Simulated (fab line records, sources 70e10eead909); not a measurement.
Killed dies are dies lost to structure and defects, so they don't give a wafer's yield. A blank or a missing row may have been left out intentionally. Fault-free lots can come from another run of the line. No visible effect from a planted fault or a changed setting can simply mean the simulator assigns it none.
Which tool was responsible? -- flow nand-harc -- 15 lots with 45 wafers sampled at 3 steps, on a route of 1159 steps

== WHAT EACH GAUGE READ, for each wafer ==
The record holds no reading of a measuring or inspecting step that can be judged against a usual standard deviation.

== EACH LOT AND THE TOOL THAT RAN IT (in order: tool; ch and the chambers of the sampled wafers; start) ==
lot,NHARC_P_ZERO_WELL_ETCH_65,NHARC_P_ZERO_WELL_DEVELOP_23,NHARC_P_GATE_ETCH_104
L669,"rie-diel-05 ch 0,1, day 1 13:23","litho-track-03 ch 0, day 1 14:00","rie-diel-12 ch 0,2, day 4 16:38"
L671,"rie-diel-05 ch 0,1,3, day 2 01:28","litho-track-03 ch 0, day 2 02:00","rie-diel-12 ch 0,3, day 5 04:35"
L673,"rie-diel-02 ch 1,3, day 2 13:31","litho-track-07 ch 0, day 2 14:00","rie-diel-12 ch 0,1, day 5 16:39"
L674,"rie-diel-05 ch 1,2,3, day 2 19:32","litho-track-02 ch 0, day 2 20:00","rie-diel-12 ch 0,1, day 6 03:22"
L676,"rie-diel-05 ch 0,2,3, day 3 07:29","litho-track-02 ch 0, day 3 08:00","rie-diel-13 ch 0,2, day 6 14:48"
L677,"rie-diel-02 ch 1,2,3, day 3 13:31","litho-track-02 ch 0, day 3 14:00","rie-diel-12 ch 0,1,2, day 6 14:40"
L678,"rie-diel-05 ch 0,2,3, day 3 19:28","litho-track-03 ch 0, day 3 20:00","rie-diel-12 ch 0,1,2, day 6 13:49"
L679,"rie-diel-02 ch 0,2,3, day 4 01:22","litho-track-03, day 4 02:00",-
L680,"rie-diel-05 ch 1,2, day 4 07:22","litho-track-02, day 4 08:00",-
L681,"rie-diel-02 ch 0,3, day 4 13:30","litho-track-07, day 4 14:00",-
L687,"rie-diel-05 ch 0,1,2, day 6 01:22","litho-track-03 ch 0, day 6 02:00","rie-diel-10 ch 1,2, day 8 23:57"
L688,"rie-diel-02 ch 0,3, day 6 07:22","litho-track-02 ch 0, day 6 08:00","rie-diel-13 ch 0,3, day 9 06:38"
L689,"rie-diel-05 ch 1,2,3, day 6 13:31","litho-track-02 ch 0, day 6 14:00","rie-diel-13 ch 0,1,3, day 9 19:05"
L690,"rie-diel-02 ch 0,2,3, day 6 19:22","litho-track-02 ch 0, day 6 20:00","rie-diel-10 ch 1,2,3, day 10 01:14"
L691,"rie-diel-02 ch 0,1,3, day 7 01:31","litho-track-02 ch 0, day 7 02:00","rie-diel-10 ch 1,2,3, day 10 04:03"
- NHARC_P_ZERO_WELL_ETCH_65: etches the open film in N2/H2, target depth 80 nm, overetch 24 nm, time 87.88 s.
- NHARC_P_ZERO_WELL_DEVELOP_23: time 70 s.
- NHARC_P_GATE_ETCH_104: etches the open film in CF4/CHF3, target depth 60 nm.

== WHAT THE TOOLS THEMSELVES READ (means of the sampled wafers that have a number; where no wafer has one, the mark that the record gives instead) ==
NHARC_P_ZERO_WELL_ETCH_65. Usual: drypump-motor-current-A 5.7 A, standard deviation 0.41; oes-product-au 1.007 a.u., standard deviation 0.015; rf-vpp-V 430.8 V, standard deviation 2; showerhead-plenum-p-Torr 2.05 Torr, standard deviation 0.066; throttle-valve-pct 14.173 %, standard deviation 0.0097.
lot,tool,drypump-motor-current-A (A),oes-product-au (a.u.),rf-vpp-V (V),showerhead-plenum-p-Torr (Torr),throttle-valve-pct (%),flag
L669,rie-diel-05,5.4,1.030,430.2,2.04,14.164,
L671,rie-diel-05,5.7,1.016,431.6,2.07,14.175,
L673,rie-diel-02,5.7,1.014,430.5,2.07,14.163,
L674,rie-diel-05,5.7,1.009,430.6,2.03,14.169,
L676,rie-diel-05,5.9,1.003,430.3,2.03,14.172,
L677,rie-diel-02,5.5,1.007,432.3,2.09,14.173,
L678,rie-diel-05,5.9,1.009,430.3,2.03,14.171,
L679,rie-diel-02,5.5,1.006,431.7,2.09,14.171,
L680,rie-diel-05,5.4,1.019,429.0,2.00,14.166,
L681,rie-diel-02,6.1,1.009,430.7,2.06,14.174,
L687,rie-diel-05,5.6,1.018,429.7,1.99,14.171,
L688,rie-diel-02,5.8,1.016,431.0,2.06,14.180,
L689,rie-diel-05,5.7,1.018,430.0,2.03,14.170,
L690,rie-diel-02,5.6,1.005,431.3,2.09,14.169,
L691,rie-diel-02,6.0,1.001,431.6,2.06,14.183,

NHARC_P_ZERO_WELL_DEVELOP_23. Usual: chill-plate-temp-C 23.00 C, standard deviation 0.1; exhaust-pa 45.0 Pa, standard deviation 0.78.
lot,tool,chill-plate-temp-C (C),exhaust-pa (Pa),flag
L669,litho-track-03,22.98,44.4,
L671,litho-track-03,22.93,45.8,
L673,litho-track-07,23.10,45.3,
L674,litho-track-02,23.03,45.5,
L676,litho-track-02,22.99,44.8,
L677,litho-track-02,22.98,44.7,
L678,litho-track-03,22.94,44.8,
L679,litho-track-03,-,-,OFF
L680,litho-track-02,-,-,OFF
L681,litho-track-07,-,-,OFF
L687,litho-track-03,23.06,45.6,
L688,litho-track-02,22.90,45.6,
L689,litho-track-02,22.97,44.6,
L690,litho-track-02,22.98,44.9,
L691,litho-track-02,23.09,44.1,

NHARC_P_GATE_ETCH_104. Usual: drypump-motor-current-A 5.7 A, standard deviation 0.37; oes-product-au 0.945 a.u., standard deviation 0.024; rf-vpp-V 370.0 V, standard deviation 2.5; showerhead-plenum-p-Torr 1.56 Torr, standard deviation 0.067; throttle-valve-pct 16.802 %, standard deviation 0.0093.
lot,tool,drypump-motor-current-A (A),oes-product-au (a.u.),rf-vpp-V (V),showerhead-plenum-p-Torr (Torr),throttle-valve-pct (%),flag
L669,rie-diel-12,5.5,0.970,371.2,1.60,16.805,
L671,rie-diel-12,5.5,0.949,372.7,1.62,16.799,
L673,rie-diel-12,5.4,0.923,371.3,1.59,16.798,
L674,rie-diel-12,5.4,0.910,369.0,1.55,16.802,
L676,rie-diel-13,5.3,0.980,368.5,1.53,16.813,
L677,rie-diel-12,5.5,0.911,370.4,1.56,16.802,
L678,rie-diel-12,5.5,0.923,369.8,1.56,16.802,
L687,rie-diel-10,6.1,0.954,367.7,1.49,16.812,
L688,rie-diel-13,5.1,0.971,366.4,1.47,16.805,
L689,rie-diel-13,5.3,0.929,367.1,1.50,16.809,
L690,rie-diel-10,5.9,0.934,368.9,1.54,16.795,
L691,rie-diel-10,6.0,0.944,369.3,1.54,16.801,

== THE ANSWER, worked out from the rows above alone ==
Rule: a lot is off if the mean of its wafers that have a number lies more than 3 standard deviations from the usual mean. A lot without any number at a reading at which 4 lots or more have one is off too. Where the step has rows for the other lots, those lots are counted as sound. First the gauges in route order, then the tools' own readings, where a lot's mean is used as printed above. The first step at which some lot is off is used, and at that step the reading that is off furthest; a lot without a number counts as furthest.
Off, at NHARC_P_ZERO_WELL_DEVELOP_23 on chill-plate-temp-C: L679, L680, L681. Without a number there: L679, L680, L681.
If a tool, at that step or one of the process steps before it, ran each lot that is off and ran no sound lot following the first of them, it fits. No candidate that was tried fits.

== WHAT WAS PUT IN BY THE SIMULATOR ==
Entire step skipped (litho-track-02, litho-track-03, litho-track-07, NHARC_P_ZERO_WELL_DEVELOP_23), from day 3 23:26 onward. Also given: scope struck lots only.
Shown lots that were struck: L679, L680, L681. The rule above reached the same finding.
